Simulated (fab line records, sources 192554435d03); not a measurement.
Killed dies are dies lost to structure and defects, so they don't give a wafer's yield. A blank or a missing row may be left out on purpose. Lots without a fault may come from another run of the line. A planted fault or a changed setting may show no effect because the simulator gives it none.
Problem report in the 8D (eight disciplines) form, filled by code | flow n5_finfet | the parts of the form that need people (team, actions taken, sign-off) are left out

1. THE PROBLEM
raw_defect_count at N5_PMOS_HMC_CHANNEL_EPI_INSPECT_30 reads a mean of 572 on 6 wafers of 2 lots; wafers without a fault read 19 with a standard deviation of 6.3. That is +88 standard deviations from the usual mean.
The step: inspects for defects (darkfield).
First seen on wafer L339.1, day 3 20:05, on defect_inspect-02. The record holds 12 wafers of 4 lots with a number at this step. Rule for "out", or "out of limits": more than 4 standard deviations from the usual mean. The other wafers with a number count as sound.

2. WHAT IT IS AND WHAT IT IS NOT
question                    | is                     | is not
which readings at this step | raw_defect_count       | -
which lots                  | L339, L342             | L331, L353
which wafers of those lots  | all that have a number | -
read on which gauges        | defect_inspect-02      | defect_inspect-01
when                        | from day 3 20:05       | up to then (3 sound wafers); but 3 sound wafers of L353 came after

3. SUSPECTS, AND WHAT RULES EACH OUT
Counting: a tool at a process step up to the reading stays a suspect if it ran every lot that is out and no sound lot after the first of them.
- the gauge at N5_PMOS_HMC_CHANNEL_EPI_INSPECT_30: kept. All the wafers that are out were read on defect_inspect-02, and no step on other tools shows them out.
- wet_bench-01 at N5_PMOS_HMC_CHANNEL_EPI_PRECLEAN_24 (cleans in DHF, time 30 s): ruled out as a lasting fault. Sound lots L353 ran on it after its first lot that is out, L339 (day 3 19:39).
Left after counting: defect_inspect-02 at N5_PMOS_HMC_CHANNEL_EPI_INSPECT_30.

4. THE CAUSE (what the simulator had put in)
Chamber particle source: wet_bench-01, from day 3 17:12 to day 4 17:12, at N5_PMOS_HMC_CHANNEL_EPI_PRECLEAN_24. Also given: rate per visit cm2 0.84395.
Counting ruled it out, wrongly: the rule takes a fault to strike every lot that its tool runs from its start on, and this one did not.

5. THE CHAIN OF EFFECTS, in route order
Each row: a reading whose mean over the struck wafers that have a number lies more than 3 standard deviations from the usual. Only readings for which the record gives a usual standard deviation are gone through. hours: the time from each lot's start at the first step in this table that gives one to its start at this step, as a median over the lots. sigmas: the change in usual standard deviations.
hours | step                               | reading              | usual  | on struck wafers | change | sigmas
0     | N5_PMOS_HMC_CHANNEL_EPI_INSPECT_30 | raw_defect_count     | 19     | 572              | +553   | +88
2     | N5_FIN_SAQP_INSPECT_18             | raw_defect_count     | 417    | 857              | +440   | +3.7
6     | N5_FIN_SAQP_INSPECT_40             | raw_defect_count     | 224    | 718              | +494   | +7.2
7     | N5_FIN_CUT_INSPECT_10              | raw_defect_count     | 42     | 585              | +543   | +45
265   | N5_PASSIVATION_PROBE_49            | defect_limited_yield | 91.7 % | 87.5             | -4.2   | -3.0
265   | N5_PASSIVATION_PROBE_49            | killed_at_front_end  | 39     | 94               | +55    | +5.7
265   | N5_PASSIVATION_PROBE_49            | killed_dies          | 98     | 148              | +50    | +3.1
265   | N5_PASSIVATION_PROBE_49            | killed_on_rim        | 13     | 28               | +15    | +3.5
The process steps in it:
- N5_PASSIVATION_PROBE_49
Later measuring or inspecting steps at which every struck wafer that the step has a row for has a number for every such reading, and none has moved that far: N5_BEOL_M4_RC_MEAS_101.

6. WHAT WOULD HAVE CAUGHT IT SOONER
In this record the first reading out of limits at a measuring or inspecting step was taken at day 3 20:05, 3 hours after the fault began at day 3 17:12.
